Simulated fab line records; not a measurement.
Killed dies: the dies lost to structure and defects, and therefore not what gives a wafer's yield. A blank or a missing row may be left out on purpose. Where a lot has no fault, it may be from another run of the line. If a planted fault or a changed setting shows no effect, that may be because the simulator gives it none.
Which tool was responsible? | flow nand_harc | 24 lots with 72 wafers sampled at 4 steps, on a route of 1159 steps

## WHAT THE GAUGES SHOWED, per wafer
NHARC_A_M0_THK_MEAS_24: measures by xrf.
lot  | measured     | on            | thk_nm (nm)
L074 | day 18 01:04 | film_metro-02 | 111.1 114.8 114.1
L078 | day 18 02:35 | film_metro-02 | 113.5 114.2 113.0
L075 | day 18 03:13 | film_metro-01 | 116.0 114.0 115.1
L076 | day 18 06:05 | film_metro-02 | 113.8 114.7 112.5
L077 | day 18 22:34 | film_metro-01 | 116.4 114.4 116.0
L079 | day 18 23:38 | film_metro-02 | 115.7 116.2 115.3
L081 | day 19 04:00 | film_metro-02 | 112.5 112.1 113.8
L080 | day 19 12:05 | film_metro-01 | 113.5 112.3 112.8
L082 | day 20 07:17 | film_metro-02 | 113.5 112.5 113.2
L084 | day 20 09:48 | film_metro-02 | 111.3 113.4 114.7
L083 | day 20 10:17 | film_metro-01 | 114.5 114.7 113.6
L088 | day 21 12:45 | film_metro-01 | 112.3 112.9 112.8
L086 | day 21 21:41 | film_metro-02 | 113.9 115.3 112.0
L087 | day 21 22:07 | film_metro-01 | 113.6 113.6 114.0
L085 | day 22 03:08 | film_metro-02 | 113.3 115.0 115.2
L090 | day 22 03:44 | film_metro-02 | 114.4 113.4 115.3
L093 | day 22 05:54 | film_metro-02 | 112.4 113.3 111.5
L091 | day 22 11:07 | film_metro-02 | 111.9 113.0 112.8
L095 | day 22 13:23 | film_metro-01 | 113.3 113.9 115.0
L092 | day 22 23:11 | film_metro-02 | 113.6 115.1 113.5
L089 | day 22 23:37 | film_metro-02 | 112.7 113.4 113.3
L094 | day 23 02:31 | film_metro-01 | 113.3 115.7 115.1
L097 | day 23 07:53 | film_metro-02 | 114.1 113.6 115.0
L096 | day 23 08:11 | film_metro-01 | 113.1 112.4 112.4

## WHAT TOOL EACH LOT RAN ON (gives the tool, then ch and the chambers of the sampled wafers, and finally the start)
lot  | NHARC_A_CONTACT_ETCH_110           | NHARC_A_BLC_ETCH_18                           | NHARC_A_M0_ETCH_15
L074 | rie_diel-11 ch 0,1,2, day 17 09:43 | rie_diel-02 ch 0,1, day 18 01:04 or earlier   | rie_diel-08 ch 0,3, day 18 01:04 or earlier
L078 | rie_diel-04 ch 0,2,3, day 17 12:29 | rie_diel-09 ch 2,3, day 18 02:35 or earlier   | rie_diel-10 ch 2,3, day 18 02:35 or earlier
L075 | rie_diel-11 ch 1,2,3, day 17 14:04 | rie_diel-02 ch 0,1,3, day 18 03:13 or earlier | rie_diel-10 ch 1,2,3, day 18 03:13 or earlier
L076 | rie_diel-11 ch 0,1,3, day 17 20:35 | rie_diel-02 ch 0,2,3, day 18 06:05 or earlier | rie_diel-10 ch 1,3, day 18 06:05 or earlier
L077 | rie_diel-11 ch 0,2, day 18 08:11   | rie_diel-09 ch 0,1, day 18 20:22 or earlier   | rie_diel-13 ch 0,2, day 18 20:22
L079 | rie_diel-03 ch 2,3, day 18 10:50   | rie_diel-05 ch 0,1, day 18 23:38 or earlier   | rie_diel-10 ch 0,2, day 18 23:38 or earlier
L081 | rie_diel-04 ch 0,2,3, day 18 18:07 | rie_diel-02 ch 0,1,3, day 19 04:00 or earlier | rie_diel-10 ch 0,1,3, day 19 04:00 or earlier
L080 | rie_diel-11 ch 0,1,3, day 19 02:32 | rie_diel-05 ch 0,2,3, day 19 12:05 or earlier | rie_diel-10 ch 0,1,2, day 19 12:05 or earlier
L082 | rie_diel-11 ch 2,3, day 19 11:35   | rie_diel-02 ch 2,3, day 20 07:17 or earlier   | rie_diel-08 ch 0,2, day 20 07:17 or earlier
L084 | rie_diel-11 ch 0,2,3, day 19 12:54 | rie_diel-02 ch 0,2,3, day 20 09:48 or earlier | rie_diel-10 ch 0,1,3, day 20 09:48 or earlier
L083 | rie_diel-03 ch 0,2, day 19 14:25   | rie_diel-09 ch 0,1,2, day 20 10:17 or earlier | rie_diel-13 ch 0,3, day 20 10:17 or earlier
L088 | rie_diel-03 ch 0,1,3, day 20 20:08 | rie_diel-02 ch 0,3, day 21 12:45 or earlier   | rie_diel-10 ch 0,2,3, day 21 12:45 or earlier
L086 | rie_diel-11 ch 0,1,2, day 20 21:50 | rie_diel-09 ch 0,1,3, day 21 21:41 or earlier | rie_diel-13 ch 0,1,2, day 21 21:41 or earlier
L087 | rie_diel-03 ch 1,2, day 21 00:59   | rie_diel-02 ch 1,2, day 21 22:07 or earlier   | rie_diel-13 ch 2,3, day 21 22:07 or earlier
L085 | rie_diel-03 ch 0,3, day 21 11:59   | rie_diel-05 ch 0,1, day 22 03:08 or earlier   | rie_diel-08 ch 0,1, day 22 03:08 or earlier
L090 | rie_diel-03 ch 1,2, day 21 14:53   | rie_diel-02 ch 0,2,3, day 22 03:44 or earlier | rie_diel-13 ch 1,3, day 22 03:44 or earlier
L093 | rie_diel-03 ch 0,1,2, day 21 19:56 | rie_diel-02 ch 0,1,3, day 22 05:54 or earlier | rie_diel-08 ch 0,1,2, day 22 05:54 or earlier
L091 | rie_diel-11 ch 1,2, day 22 01:50   | rie_diel-09 ch 1,3, day 22 11:07 or earlier   | rie_diel-13 ch 0,2,3, day 22 11:07 or earlier
L095 | rie_diel-04 ch 1,2,3, day 22 04:05 | rie_diel-05 ch 0,1,3, day 22 13:23 or earlier | rie_diel-10 ch 0,1,3, day 22 13:23 or earlier
L092 | rie_diel-03 ch 0,3, day 22 09:57   | rie_diel-09 ch 2,3, day 22 23:11 or earlier   | rie_diel-10 ch 1,2, day 22 23:11 or earlier
L089 | rie_diel-11 ch 2,3, day 22 10:58   | rie_diel-09 ch 1,2, day 22 23:37 or earlier   | rie_diel-13 ch 0,3, day 22 23:37 or earlier
L094 | rie_diel-11 ch 0,1,2, day 22 12:19 | rie_diel-02 ch 0,3, day 23 02:31 or earlier   | rie_diel-08 ch 1,3, day 23 02:31 or earlier
L097 | rie_diel-11 ch 1,2,3, day 22 18:23 | rie_diel-02 ch 0,2,3, day 23 07:53 or earlier | rie_diel-08 ch 0,2,3, day 23 07:53 or earlier
L096 | rie_diel-03 ch 0,3, day 22 19:17   | rie_diel-05 ch 0,1,2, day 23 08:11 or earlier | rie_diel-13 ch 1,3, day 23 08:11 or earlier
- NHARC_A_CONTACT_ETCH_110: etches the open film in CF4/O2, target depth 50 nm, overetch 5 nm, time 27.5 s.
- NHARC_A_BLC_ETCH_18: etches the open film in C4F8/O2/Ar, target depth 910 nm.
- NHARC_A_M0_ETCH_15: etches the open film in C4F8/Ar, target depth 150 nm, overetch 15 nm, time 82.5 s.

## AS READ BY THE TOOLS THEMSELVES (means over the sampled wafers that have a number; for cases with no such wafer, the mark the record gives instead)
NHARC_A_CONTACT_ETCH_110.
lot  | tool        | cf4_flow_sccm (sccm) | drypump_motor_current_A (A) | oes_product_au (a.u.) | rf_vpp_V (V) | showerhead_plenum_p_Torr (Torr) | throttle_valve_pct (%)
L074 | rie_diel-11 | 79.95                | 5.6                         | 0.997                 | 198.6        | 1.37                            | 13.397
L078 | rie_diel-04 | 80.06                | 5.9                         | 1.010                 | 197.1        | 1.33                            | 13.386
L075 | rie_diel-11 | 79.82                | 5.8                         | 1.001                 | 199.1        | 1.38                            | 13.405
L076 | rie_diel-11 | 79.92                | 5.6                         | 0.995                 | 198.6        | 1.35                            | 13.408
L077 | rie_diel-11 | 79.97                | 5.5                         | 1.010                 | 198.4        | 1.35                            | 13.402
L079 | rie_diel-03 | 80.08                | 6.0                         | 1.000                 | 199.5        | 1.38                            | 13.400
L081 | rie_diel-04 | 80.11                | 5.9                         | 1.008                 | 197.3        | 1.32                            | 13.394
L080 | rie_diel-11 | 79.84                | 5.6                         | 1.006                 | 197.9        | 1.34                            | 13.397
L082 | rie_diel-11 | 80.06                | 6.0                         | 1.008                 | 198.8        | 1.39                            | 13.396
L084 | rie_diel-11 | 80.10                | 5.7                         | 1.004                 | 198.3        | 1.36                            | 13.394
L083 | rie_diel-03 | 80.08                | 5.4                         | 0.992                 | 197.7        | 1.34                            | 13.396
L088 | rie_diel-03 | 80.00                | 5.8                         | 1.003                 | 198.5        | 1.35                            | 13.397
L086 | rie_diel-11 | 80.01                | 5.6                         | 1.013                 | 198.0        | 1.36                            | 13.393
L087 | rie_diel-03 | 79.88                | 5.5                         | 0.992                 | 197.5        | 1.39                            | 13.396
L085 | rie_diel-03 | 80.00                | 5.7                         | 1.002                 | 196.4        | 1.29                            | 13.396
L090 | rie_diel-03 | 80.05                | 5.4                         | 0.991                 | 199.2        | 1.39                            | 13.397
L093 | rie_diel-03 | 79.91                | 5.5                         | 0.995                 | 198.7        | 1.35                            | 13.400
L091 | rie_diel-11 | 79.94                | 5.9                         | 1.013                 | 198.6        | 1.39                            | 13.398
L095 | rie_diel-04 | 79.98                | 5.6                         | 0.993                 | 197.1        | 1.30                            | 13.403
L092 | rie_diel-03 | 80.03                | 6.1                         | 0.995                 | 197.5        | 1.33                            | 13.397
L089 | rie_diel-11 | 79.92                | 6.0                         | 0.996                 | 199.0        | 1.39                            | 13.392
L094 | rie_diel-11 | 79.94                | 5.6                         | 1.011                 | 197.8        | 1.36                            | 13.392
L097 | rie_diel-11 | 80.24                | 5.8                         | 1.003                 | 198.3        | 1.37                            | 13.405
L096 | rie_diel-03 | 79.61                | 6.1                         | 0.993                 | 198.1        | 1.33                            | 13.391

NHARC_A_BLC_ETCH_18.
lot  | tool        | oes_product_au (a.u.) | rf_vpp_V (V)
L074 | rie_diel-02 | 0.964                 | 974
L078 | rie_diel-09 | 0.915                 | 981
L075 | rie_diel-02 | 0.966                 | 975
L076 | rie_diel-02 | 0.979                 | 971
L077 | rie_diel-09 | 0.921                 | 976
L079 | rie_diel-05 | 0.960                 | 981
L081 | rie_diel-02 | 0.973                 | 974
L080 | rie_diel-05 | 0.948                 | 973
L082 | rie_diel-02 | 0.918                 | 971
L084 | rie_diel-02 | 0.928                 | 972
L083 | rie_diel-09 | 0.979                 | 977
L088 | rie_diel-02 | 0.924                 | 974
L086 | rie_diel-09 | 0.933                 | 981
L087 | rie_diel-02 | 0.955                 | 973
L085 | rie_diel-05 | 0.948                 | 980
L090 | rie_diel-02 | 0.923                 | 972
L093 | rie_diel-02 | 0.936                 | 973
L091 | rie_diel-09 | 0.971                 | 985
L095 | rie_diel-05 | 0.931                 | 976
L092 | rie_diel-09 | 0.959                 | 985
L089 | rie_diel-09 | 0.955                 | 982
L094 | rie_diel-02 | 0.965                 | 973
L097 | rie_diel-02 | 0.970                 | 971
L096 | rie_diel-05 | 0.961                 | 978

NHARC_A_M0_ETCH_15.
lot  | tool        | oes_product_au (a.u.) | rf_vpp_V (V)
L074 | rie_diel-08 | 0.923                 | 441.3
L078 | rie_diel-10 | 0.972                 | 441.8
L075 | rie_diel-10 | 0.967                 | 441.1
L076 | rie_diel-10 | 0.921                 | 439.7
L077 | rie_diel-13 | 0.931                 | 443.4
L079 | rie_diel-10 | 0.978                 | 443.3
L081 | rie_diel-10 | 0.972                 | 440.3
L080 | rie_diel-10 | 0.971                 | 441.3
L082 | rie_diel-08 | 0.923                 | 441.6
L084 | rie_diel-10 | 0.933                 | 440.5
L083 | rie_diel-13 | 0.967                 | 441.6
L088 | rie_diel-10 | 0.961                 | 441.7
L086 | rie_diel-13 | 0.951                 | 442.2
L087 | rie_diel-13 | 0.963                 | 439.4
L085 | rie_diel-08 | 0.964                 | 439.0
L090 | rie_diel-13 | 0.972                 | 437.5
L093 | rie_diel-08 | 0.979                 | 439.7
L091 | rie_diel-13 | 0.937                 | 440.9
L095 | rie_diel-10 | 0.922                 | 441.5
L092 | rie_diel-10 | 0.978                 | 439.6
L089 | rie_diel-13 | 0.983                 | 439.6
L094 | rie_diel-08 | 0.964                 | 438.3
L097 | rie_diel-08 | 0.960                 | 441.4
L096 | rie_diel-13 | 0.956                 | 439.0

## THE ANSWER, worked out from the rows above alone
Rule: the usual values come from the lots themselves. Put in order of their means at a reading, lots are off if they are a third of the lots or fewer, leave a main group of 4 or more, and stand apart from it by a gap of 3 or more times the standard deviation of the main group's means; of several such gaps the widest counts. A main group whose means are all the same, to the digits that the tables above print for the reading, isn't used. Also off: a lot with no number at a reading for which 4 or more lots have one. Any other lot the step has rows for is counted as sound. After the gauges, taken in route order, come the tools' own readings; for these a lot's mean is taken, as printed above. At the first step where some lot is off, the reading lying furthest off is the one used; lots without a number count as furthest.
No lot is off at any reading shown: from this, nothing can be told.

## WHAT THE SIMULATOR HAD PUT IN
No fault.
